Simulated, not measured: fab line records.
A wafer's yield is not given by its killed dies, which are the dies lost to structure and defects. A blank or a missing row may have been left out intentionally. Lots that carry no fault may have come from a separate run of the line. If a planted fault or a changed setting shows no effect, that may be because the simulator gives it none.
Matching of chambers | flow n5Finfet | 4 sister chambers for N5_PMOS_HMC_CHANNEL_EPI_ETCH_38 on rieSi-06
The step etches SiO2 in CF4, target depth 1.5 nm. 4 wafers are shown with their chamber, then 8 later ones without.

WAFERS PAIRED WITH THEIR CHAMBERS
wafer  | chamber | throttleValvePct (%)
L082.1 | 0       | 21.60
L082.2 | 1       | 21.43
L082.3 | 2       | 21.51
L082.4 | 3       | 21.66

WAFERS MISSING THEIR CHAMBER
wafer  | throttleValvePct (%)
L082.5 | 21.60
L082.6 | 21.43
L089.1 | 21.65
L089.2 | 21.43
L089.5 | 21.53
L096.1 | 21.64
L096.5 | 21.51
L096.6 | 21.66

EACH ONE'S CHAMBER
wafer  | from the rows above     | in truth
L082.5 | 0                       | 0
L082.6 | 1                       | 1
L089.1 | 3                       | 3
L089.2 | 1                       | 1
L089.5 | 2                       | 2
L096.1 | can't be placed: 3 or 0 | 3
L096.5 | 2                       | 2
L096.6 | 3                       | 3
Placed correctly: 7 of 8. Unplaceable from these rows: 1, with the true chamber sitting among the candidates in 1. Number placed wrongly: 0.
How it was worked out, from the rows above alone: a wafer's distance from a chamber is the root of the sum, over the readings, of the square of ((its reading less the chamber's mean) divided by the reading's scatter). If the next closest chamber is less than 2 further off than the closest, the wafer can't be placed; otherwise it belongs to the closest. Each chamber's mean is taken over the wafers shown for it. The scatter: with one shown wafer a chamber, the root of the mean of the squares of how far each hidden wafer lies from its nearest shown one.
